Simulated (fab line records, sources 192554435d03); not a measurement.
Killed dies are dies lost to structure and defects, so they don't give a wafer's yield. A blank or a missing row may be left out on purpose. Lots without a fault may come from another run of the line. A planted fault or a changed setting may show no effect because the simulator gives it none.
Which tool did it? | flow n5_finfet | 21 lots, 63 wafers sampled, at 5 steps of a route of 1938

WHAT THE GAUGES READ, wafer by wafer
N5_SDB_INSPECT_13: inspects for defects (brightfield).
lot  | measured    | on                | raw_defect_count
L074 | day 3 16:02 | defect_inspect-02 | 57 30 58
L075 | day 4 02:22 | defect_inspect-01 | 41 75 42
L076 | day 4 08:41 | defect_inspect-01 | 46 39 58
L077 | day 4 13:35 | defect_inspect-01 | 55 55 128
L078 | day 4 21:06 | defect_inspect-01 | 84 52 74
L079 | day 4 23:17 | defect_inspect-01 | 78 81 84
L080 | day 5 05:26 | defect_inspect-01 | 45 28 55
L081 | day 5 14:05 | defect_inspect-02 | 38 63 38
L083 | day 6 01:17 | defect_inspect-01 | 105 63 83
L084 | day 6 06:16 | defect_inspect-01 | 115 72 94
L085 | day 6 14:23 | defect_inspect-01 | 46 46 38
L086 | day 6 21:49 | defect_inspect-01 | 48 66 54
L087 | day 7 00:05 | defect_inspect-01 | 90 73 93
L089 | day 7 11:58 | defect_inspect-02 | 116 131 84
L090 | day 7 17:17 | defect_inspect-02 | 56 60 52
L091 | day 7 23:33 | defect_inspect-02 | 66 76 80
L092 | day 8 04:42 | defect_inspect-02 | 126 105 141
L093 | day 8 15:02 | defect_inspect-01 | 52 63 86
L095 | day 9 00:38 | defect_inspect-02 | 72 35 43
L096 | day 9 07:38 | defect_inspect-02 | 47 85 45
L097 | day 9 09:32 | defect_inspect-02 | 40 68 40

WHICH TOOL RAN EACH LOT (tool, then ch and the chambers of the sampled wafers, then the start)
lot  | N5_SD_EPI_N_ETCH_16               | N5_SD_EPI_N_SD_RECESS_17        | N5_SD_EPI_N_STRIP_38                | N5_SD_EPI_P_ETCHBACK_46
L074 | rie_diel-06 ch 0,1, day 3 00:54   | rie_si-04 ch 0,3, day 3 00:58   | plasma_asher-02 ch 0,1, day 3 01:04 | rie_diel-03 ch 1,2,3, day 3 05:03
L075 | rie_diel-04 ch 1,2, day 3 10:03   | rie_si-04 ch 1,2, day 3 10:07   | plasma_asher-01 ch 1, day 3 10:13   | rie_diel-02 ch 0,1,2, day 3 15:37
L076 | rie_diel-05 ch 1,2,3, day 3 16:46 | rie_si-05 ch 0,1,2, day 3 16:50 | plasma_asher-01 ch 0,1, day 3 16:56 | rie_diel-01 ch 2,3, day 3 21:02
L077 | rie_diel-06 ch 1,2, day 3 21:58   | rie_si-04 ch 0,1,3, day 3 22:02 | plasma_asher-02 ch 0,1, day 3 22:08 | rie_diel-02 ch 0,3, day 4 02:34
L078 | rie_diel-05 ch 2,3, day 4 03:25   | rie_si-05 ch 1,2, day 4 03:29   | plasma_asher-02 ch 0,1, day 4 03:35 | rie_diel-01 ch 1,2, day 4 09:17
L079 | rie_diel-04 ch 1,2,3, day 4 07:53 | rie_si-05 ch 0,2,3, day 4 07:57 | plasma_asher-01 ch 0,1, day 4 08:02 | rie_diel-01 ch 1,2,3, day 4 12:12
L080 | rie_diel-04 ch 0,1,2, day 4 14:03 | rie_si-03 ch 0,1,3, day 4 14:07 | plasma_asher-02 ch 0,1, day 4 14:13 | rie_diel-03 ch 0,1, day 4 18:26
L081 | rie_diel-05 ch 0,1, day 4 21:37   | rie_si-05 ch 0,1,2, day 4 21:41 | plasma_asher-02 ch 0,1, day 4 21:46 | rie_diel-03 ch 0,2,3, day 5 02:05
L083 | rie_diel-05 ch 1,3, day 5 08:28   | rie_si-03 ch 1,2, day 5 08:32   | plasma_asher-01 ch 0,1, day 5 08:38 | rie_diel-03 ch 1,3, day 5 12:34
L084 | rie_diel-04 ch 0,1,3, day 5 14:46 | rie_si-04 ch 0,2,3, day 5 14:50 | plasma_asher-02 ch 0,1, day 5 14:55 | rie_diel-02 ch 1,2,3, day 5 19:02
L085 | rie_diel-06 ch 1,3, day 5 22:58   | rie_si-04 ch 0,3, day 5 23:02   | plasma_asher-02 ch 0,1, day 5 23:08 | rie_diel-03 ch 0,1, day 6 03:12
L086 | rie_diel-04 ch 1,2, day 6 05:40   | rie_si-05 ch 0,1,3, day 6 05:44 | plasma_asher-01 ch 0,1, day 6 05:49 | rie_diel-02 ch 0,2,3, day 6 09:55
L087 | rie_diel-05 ch 0,2,3, day 6 08:44 | rie_si-04 ch 0,1,3, day 6 08:49 | plasma_asher-01 ch 0,1, day 6 08:55 | rie_diel-01 ch 1,2,3, day 6 13:00
L089 | rie_diel-04 ch 1,2, day 6 19:43   | rie_si-04 ch 1,2, day 6 19:47   | plasma_asher-01 ch 0,1, day 6 19:53 | rie_diel-01 ch 1,2,3, day 7 01:03
L090 | rie_diel-04 ch 2,3, day 7 01:42   | rie_si-04 ch 0,1,3, day 7 01:46 | plasma_asher-01 ch 0, day 7 01:52   | rie_diel-03 ch 2,3, day 7 06:02
L091 | rie_diel-04 ch 0,2, day 7 07:42   | rie_si-04 ch 0,1,3, day 7 07:46 | plasma_asher-02 ch 0,1, day 7 07:52 | rie_diel-02 ch 0,2, day 7 12:41
L092 | rie_diel-05 ch 0,1,3, day 7 13:35 | rie_si-04 ch 1,2,3, day 7 13:40 | plasma_asher-01 ch 0,1, day 7 13:45 | rie_diel-01 ch 0,1,3, day 7 17:49
L093 | rie_diel-04 ch 0,1,2, day 7 23:28 | rie_si-03 ch 0,1,3, day 7 23:32 | plasma_asher-02 ch 0,1, day 7 23:38 | rie_diel-03 ch 0,1,3, day 8 03:47
L095 | rie_diel-06 ch 1,2, day 8 08:32   | rie_si-03 ch 1,3, day 8 08:37   | plasma_asher-01 ch 0, day 8 08:43   | rie_diel-03 ch 2,3, day 8 13:02
L096 | rie_diel-06 ch 0,3, day 8 15:19   | rie_si-03 ch 0,2, day 8 15:23   | plasma_asher-02 ch 0,1, day 8 15:29 | rie_diel-02 ch 1,2,3, day 8 20:23
L097 | rie_diel-05 ch 2,3, day 8 18:08   | rie_si-05 ch 0,2,3, day 8 18:13 | plasma_asher-01 ch 0,1, day 8 18:19 | rie_diel-01 ch 0,2,3, day 8 22:27
- N5_SD_EPI_N_ETCH_16: etches SiO2 in CHF3/O2, target depth 5 nm.
- N5_SD_EPI_N_SD_RECESS_17: chemistry HBr/Cl2/O2, target depth 41 nm, time 23.7 s, bt time 3 s.
- N5_SD_EPI_N_STRIP_38: strips in N2/H2.
- N5_SD_EPI_P_ETCHBACK_46: etches SiNx in CH3F/O2, stops on SiO2, target depth 17.5 nm.

WHAT THE TOOLS THEMSELVES READ (means of the sampled wafers that have a number; where no wafer has one, the mark that the record gives instead)
N5_SD_EPI_N_ETCH_16.
lot  | tool        | chamber_pressure_mTorr (mTorr) | drypump_motor_current_A (A) | oes_product_au (a.u.) | rf_vpp_V (V) | showerhead_plenum_p_Torr (Torr) | throttle_valve_pct (%)
L074 | rie_diel-06 | 30.021                         | 5.9                         | 0.78                  | 557          | 2.44                            | 18.73
L075 | rie_diel-04 | 29.995                         | 4.9                         | 0.72                  | 530          | 2.49                            | 19.19
L076 | rie_diel-05 | 29.995                         | 5.7                         | 0.76                  | 502          | 2.44                            | 18.94
L077 | rie_diel-06 | 29.993                         | 6.1                         | 0.74                  | 537          | 2.44                            | 18.72
L078 | rie_diel-05 | 29.982                         | 5.9                         | 0.75                  | 483          | 2.36                            | 18.86
L079 | rie_diel-04 | 29.981                         | 5.1                         | 0.71                  | 524          | 2.45                            | 19.14
L080 | rie_diel-04 | 29.959                         | 5.3                         | 0.70                  | 519          | 2.45                            | 19.12
L081 | rie_diel-05 | 29.993                         | 5.5                         | 0.74                  | 536          | 2.49                            | 18.97
L083 | rie_diel-05 | 30.001                         | 5.3                         | 0.71                  | 520          | 2.40                            | 19.07
L084 | rie_diel-04 | 29.989                         | 5.5                         | 0.69                  | 513          | 2.41                            | 19.07
L085 | rie_diel-06 | 30.018                         | 6.0                         | 0.72                  | 546          | 2.40                            | 18.96
L086 | rie_diel-04 | 30.001                         | 4.9                         | 0.70                  | 530          | 2.48                            | 19.23
L087 | rie_diel-05 | 29.989                         | 6.0                         | 0.75                  | 500          | 2.43                            | 18.80
L089 | rie_diel-04 | 30.016                         | 4.9                         | 0.69                  | 530          | 2.48                            | 19.24
L090 | rie_diel-04 | 29.978                         | 5.0                         | 0.68                  | 533          | 2.44                            | 19.21
L091 | rie_diel-04 | 29.988                         | 5.2                         | 0.79                  | 528          | 2.44                            | 19.04
L092 | rie_diel-05 | 30.002                         | 5.6                         | 0.80                  | 521          | 2.50                            | 18.79
L093 | rie_diel-04 | 30.023                         | 5.3                         | 0.77                  | 518          | 2.44                            | 19.02
L095 | rie_diel-06 | 29.999                         | 6.1                         | 0.74                  | 530          | 2.46                            | 18.63
L096 | rie_diel-06 | 30.014                         | 5.7                         | 0.76                  | 558          | 2.42                            | 18.88
L097 | rie_diel-05 | 30.018                         | 5.8                         | 0.88                  | 487          | 2.53                            | 18.65

N5_SD_EPI_N_SD_RECESS_17.
lot  | tool      | chamber_pressure_mTorr (mTorr) | drypump_motor_current_A (A) | oes_product_au (a.u.) | throttle_valve_pct (%)
L074 | rie_si-04 | 10.001                         | 6.0                         | 1.022                 | 37.2
L075 | rie_si-04 | 10.000                         | 5.2                         | 1.004                 | 37.0
L076 | rie_si-05 | 10.007                         | 5.9                         | 1.010                 | 37.0
L077 | rie_si-04 | 10.008                         | 5.8                         | 1.017                 | 37.1
L078 | rie_si-05 | 9.998                          | 6.1                         | 1.002                 | 36.6
L079 | rie_si-05 | 10.006                         | 5.8                         | 1.002                 | 37.3
L080 | rie_si-03 | 9.997                          | 6.0                         | 1.005                 | 36.9
L081 | rie_si-05 | 9.992                          | 5.9                         | 1.003                 | 37.0
L083 | rie_si-03 | 9.995                          | 6.3                         | 1.013                 | 37.2
L084 | rie_si-04 | 10.004                         | 5.8                         | 1.003                 | 37.1
L085 | rie_si-04 | 10.000                         | 6.1                         | 1.002                 | 37.2
L086 | rie_si-05 | 10.000                         | 5.5                         | 1.008                 | 37.2
L087 | rie_si-04 | 10.005                         | 5.7                         | 1.011                 | 37.1
L089 | rie_si-04 | 9.993                          | 5.2                         | 1.004                 | 37.0
L090 | rie_si-04 | 10.002                         | 5.8                         | 1.010                 | 37.1
L091 | rie_si-04 | 10.007                         | 5.8                         | 1.012                 | 37.1
L092 | rie_si-04 | 9.999                          | 5.4                         | 1.011                 | 37.1
L093 | rie_si-03 | 9.997                          | 6.0                         | 1.008                 | 36.9
L095 | rie_si-03 | 10.008                         | 6.3                         | 1.025                 | 36.9
L096 | rie_si-03 | 9.996                          | 6.2                         | 1.013                 | 37.3
L097 | rie_si-05 | 10.002                         | 5.7                         | 1.006                 | 37.3

N5_SD_EPI_N_STRIP_38.
lot  | tool            | drypump_motor_current_A (A) | heater_power_w (W) | oes_product_au (a.u.)
L074 | plasma_asher-02 | 5.48                        | 317                | 0.759
L075 | plasma_asher-01 | 5.95                        | 356                | 0.767
L076 | plasma_asher-01 | 5.43                        | 351                | 0.763
L077 | plasma_asher-02 | 5.48                        | 312                | 0.760
L078 | plasma_asher-02 | 5.49                        | 314                | 0.768
L079 | plasma_asher-01 | 5.43                        | 350                | 0.766
L080 | plasma_asher-02 | 5.50                        | 312                | 0.767
L081 | plasma_asher-02 | 5.50                        | 311                | 0.759
L083 | plasma_asher-01 | 5.70                        | 350                | 0.763
L084 | plasma_asher-02 | 5.44                        | 311                | 0.750
L085 | plasma_asher-02 | 5.47                        | 314                | 0.760
L086 | plasma_asher-01 | 5.45                        | 351                | 0.763
L087 | plasma_asher-01 | 5.70                        | 351                | 0.772
L089 | plasma_asher-01 | 5.67                        | 347                | 0.755
L090 | plasma_asher-01 | 5.19                        | 347                | 0.759
L091 | plasma_asher-02 | 5.50                        | 316                | 0.768
L092 | plasma_asher-01 | 5.70                        | 348                | 0.772
L093 | plasma_asher-02 | 5.43                        | 308                | 0.772
L095 | plasma_asher-01 | 5.18                        | 344                | 0.758
L096 | plasma_asher-02 | 5.48                        | 321                | 0.757
L097 | plasma_asher-01 | 5.45                        | 342                | 0.756

N5_SD_EPI_P_ETCHBACK_46.
lot  | tool        | chamber_pressure_mTorr (mTorr) | drypump_motor_current_A (A) | oes_product_au (a.u.) | rf_vpp_V (V) | showerhead_plenum_p_Torr (Torr) | throttle_valve_pct (%)
L074 | rie_diel-03 | 29.998                         | 6.0                         | 0.64                  | 292          | 1.96                            | 16.52
L075 | rie_diel-02 | 30.011                         | 5.7                         | 0.61                  | 296          | 1.99                            | 16.56
L076 | rie_diel-01 | 30.004                         | 5.7                         | 0.66                  | 304          | 1.98                            | 16.33
L077 | rie_diel-02 | 29.976                         | 6.0                         | 0.67                  | 290          | 2.02                            | 16.45
L078 | rie_diel-01 | 30.012                         | 5.7                         | 0.65                  | 295          | 1.99                            | 16.48
L079 | rie_diel-01 | 29.988                         | 5.7                         | 0.65                  | 299          | 1.98                            | 16.40
L080 | rie_diel-03 | 30.010                         | 5.9                         | 0.65                  | 308          | 2.08                            | 16.44
L081 | rie_diel-03 | 30.011                         | 5.8                         | 0.63                  | 296          | 1.95                            | 16.44
L083 | rie_diel-03 | 29.985                         | 5.9                         | 0.64                  | 286          | 1.97                            | 16.45
L084 | rie_diel-02 | 29.997                         | 5.4                         | 0.72                  | 301          | 1.99                            | 16.17
L085 | rie_diel-03 | 29.980                         | 6.0                         | 0.66                  | 305          | 2.07                            | 16.56
L086 | rie_diel-02 | 30.011                         | 5.6                         | 0.65                  | 295          | 2.00                            | 16.42
L087 | rie_diel-01 | 30.000                         | 5.7                         | 0.64                  | 298          | 1.98                            | 16.43
L089 | rie_diel-01 | 30.039                         | 5.7                         | 0.65                  | 298          | 1.98                            | 16.45
L090 | rie_diel-03 | 29.985                         | 5.9                         | 0.60                  | 290          | 1.89                            | 16.58
L091 | rie_diel-02 | 29.981                         | 5.9                         | 0.61                  | 289          | 1.99                            | 16.71
L092 | rie_diel-01 | 29.994                         | 5.5                         | 0.62                  | 298          | 2.00                            | 16.48
L093 | rie_diel-03 | 30.003                         | 5.9                         | 0.63                  | 297          | 2.01                            | 16.48
L095 | rie_diel-03 | 29.983                         | 5.9                         | 0.60                  | 290          | 1.88                            | 16.59
L096 | rie_diel-02 | 30.018                         | 5.4                         | 0.69                  | 301          | 1.99                            | 16.22
L097 | rie_diel-01 | 29.999                         | 5.8                         | 0.63                  | 306          | 1.96                            | 16.35

THE ANSWER, worked out from the rows above alone
Rule: what is usual is taken from the lots themselves. Put in order of their means at a reading, lots are off if they are a third of the lots or fewer, leave a main group of 4 or more, and stand apart from it by a gap of 3 or more times the standard deviation of the main group's means; of several such gaps the widest counts. A main group whose means are all the same, to the digits that the tables above print for the reading, isn't used. A lot without any number at a reading at which 4 lots or more have one is off too. The other lots that the step has rows for count as sound. The gauges are gone through in route order, then the tools' own readings, and for those a lot's mean is taken as printed above. The first step at which some lot is off is used, and at that step the reading that is off furthest; a lot without a number counts as furthest.
No lot is off at any reading shown: from this, nothing can be told.

WHAT THE SIMULATOR HAD PUT IN
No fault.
